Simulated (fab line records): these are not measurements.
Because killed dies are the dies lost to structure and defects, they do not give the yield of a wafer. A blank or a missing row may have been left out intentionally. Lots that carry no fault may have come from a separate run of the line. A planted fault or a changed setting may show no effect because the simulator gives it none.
Shared-tool check | flow nand harc | Sampled: 14 lots, 42 wafers

== REASON FOR OPENING ==
Flagged at NHARC_P_M1_CD_MEAS_09: reading cd nm, on 2 of 14 lots. Fault-free wafers read 129.6 nm, with a standard deviation of 0.68.
Rule: flag the lot when none of its wafers has a number, or when each of its wafers that has one lies beyond 4 standard deviations from that mean. The rest of the lots are taken to be sound.

lot  | measured     | on        | cd nm (nm), wafer by wafer | flag
L386 | day 6 08:42  | cd sem-03 | 128.9 129.7 129.4          |
L387 | day 6 12:19  | cd sem-02 | 129.4 130.3 129.2          |
L388 | day 7 01:05  | cd sem-02 | 130.8 130.3 130.6          |
L389 | day 7 07:08  | cd sem-02 | 128.3 130.1 129.2          |
L396 | day 10 06:15 | cd sem-03 | 112.2 111.5 111.5          | FLAGGED
L398 | day 11 02:02 | cd sem-02 | 114.6 115.8 115.0          | FLAGGED
L399 | day 11 16:08 | cd sem-03 | 128.9 129.9 129.0          |
L401 | day 12 09:07 | cd sem-01 | 129.6 130.6 129.6          |
L402 | day 12 19:58 | cd sem-02 | 129.1 129.8 128.4          |
L403 | day 13 01:31 | cd sem-02 | 129.2 129.5 129.8          |
L405 | day 14 03:38 | cd sem-03 | 129.3 129.4 130.3          |
L407 | day 14 20:17 | cd sem-03 | 129.7 129.0 129.1          |
L408 | day 15 10:05 | cd sem-01 | 131.2 130.2 130.3          |
L409 | day 16 01:31 | cd sem-03 | 128.2 129.4 130.2          |
On average the flagged lots' numbers are 113.4 nm, which is -16.2 nm against the usual, or -24 standard deviations.

== TOOL THAT RAN EACH LOT ==
Before the reading, the record contains 2 process steps out of a 1302-step route. In each cell: the tool, then ch and the chambers that the sampled wafers went through, then the start.
lot  | flag    | NHARC_P_M0_PRE_CLEAN_29                 | NHARC_P_M1_EXPOSE_06
L386 |         | pvd sputter-03, day 6 08:34 or earlier  | arfi scanner-01 ch 0, day 6 08:34
L387 |         | pvd sputter-03, day 6 12:11 or earlier  | arfi scanner-02 ch 0, day 6 12:11
L388 |         | pvd sputter-01, day 7 00:56 or earlier  | arfi scanner-02 ch 0, day 7 00:56
L389 |         | pvd sputter-02, day 7 07:00 or earlier  | arfi scanner-02 ch 0, day 7 07:00
L396 | FLAGGED | pvd sputter-01, day 10 06:07 or earlier | arfi scanner-02 ch 0, day 10 06:07
L398 | FLAGGED | pvd sputter-01, day 11 01:54 or earlier | arfi scanner-02 ch 0, day 11 01:54
L399 |         | pvd sputter-02, day 11 15:59 or earlier | arfi scanner-03 ch 0, day 11 15:59
L401 |         | pvd sputter-03, day 12 08:58 or earlier | arfi scanner-03 ch 0, day 12 08:58
L402 |         | pvd sputter-02, day 12 19:50 or earlier | arfi scanner-03 ch 0, day 12 19:50
L403 |         | pvd sputter-01, day 13 01:23 or earlier | arfi scanner-01 ch 0, day 13 01:23
L405 |         | pvd sputter-01, day 14 03:29 or earlier | arfi scanner-01 ch 0, day 14 03:29
L407 |         | pvd sputter-03, day 14 20:08 or earlier | arfi scanner-03 ch 0, day 14 20:08
L408 |         | pvd sputter-01, day 15 09:56 or earlier | arfi scanner-01 ch 0, day 15 09:56
L409 |         | pvd sputter-01, day 16 01:23 or earlier | arfi scanner-01 ch 0, day 16 01:23
What the steps here do:
- NHARC_P_M0_PRE_CLEAN_29: time 30 s.
- NHARC_P_M1_EXPOSE_06: exposes mask P M1, target cd 130 nm.
- NHARC_P_M1_CD_MEAS_09: target cd 130 nm.

== FLAGGED OVER TOTAL, TOOL BY TOOL (the gauges that took the reading come last) ==
step                    | tool            | lots run | flagged | share of the flagged lots | sound lots run after its first flagged lot
NHARC_P_M0_PRE_CLEAN_29 | pvd sputter-01  | 7        | 2       | all                       | 4 (L403,L405,L408,L409)
NHARC_P_M0_PRE_CLEAN_29 | pvd sputter-02  | 3        | 0       | none                      | -
NHARC_P_M0_PRE_CLEAN_29 | pvd sputter-03  | 4        | 0       | none                      | -
NHARC_P_M1_EXPOSE_06    | arfi scanner-01 | 5        | 0       | none                      | -
NHARC_P_M1_EXPOSE_06    | arfi scanner-02 | 5        | 2       | all                       | 0
NHARC_P_M1_EXPOSE_06    | arfi scanner-03 | 4        | 0       | none                      | -
NHARC_P_M1_CD_MEAS_09   | cd sem-01       | 2        | 0       | none                      | -
NHARC_P_M1_CD_MEAS_09   | cd sem-02       | 6        | 1       | some                      | 2 (L402,L403)
NHARC_P_M1_CD_MEAS_09   | cd sem-03       | 6        | 1       | some                      | 4 (L399,L405,L407,L409)
NHARC_P_M0_PRE_CLEAN_29 gives no start for some lots, so the hours and the order of its lots are those of NHARC_P_M1_EXPOSE_06.

== WHAT THE TABLE ALLOWS ==
2 rows of the table ran every flagged lot: pvd sputter-01 at NHARC_P_M0_PRE_CLEAN_29, arfi scanner-02 at NHARC_P_M1_EXPOSE_06.
- pvd sputter-01 at NHARC_P_M0_PRE_CLEAN_29 ran 7 lots, 2 of them flagged. Sound lots ran on it after the first flagged one (L403, L405, L408, L409), which a lasting fault on the whole tool wouldn't allow.
- arfi scanner-02 at NHARC_P_M1_EXPOSE_06 ran 5 lots, 2 of them flagged. A fault beginning between L389 (day 7 07:00), its last sound lot, and L396 (day 10 06:07), its first flagged one, fits the data. Its own readings (exposure dose mJ cm2) fall more than 4 standard deviations out on all wafers of the flagged lots.
Just one tool remains: arfi scanner-02 at NHARC_P_M1_EXPOSE_06.

== WHAT HAD BEEN PUT IN BY THE SIMULATOR ==
Process parameter drift: arfi scanner-02, from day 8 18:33 on, at NHARC_P_M1_EXPOSE_06. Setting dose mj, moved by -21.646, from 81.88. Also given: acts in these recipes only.
Shown lots that were struck: L396, L398. The rule given above showed the same thing.
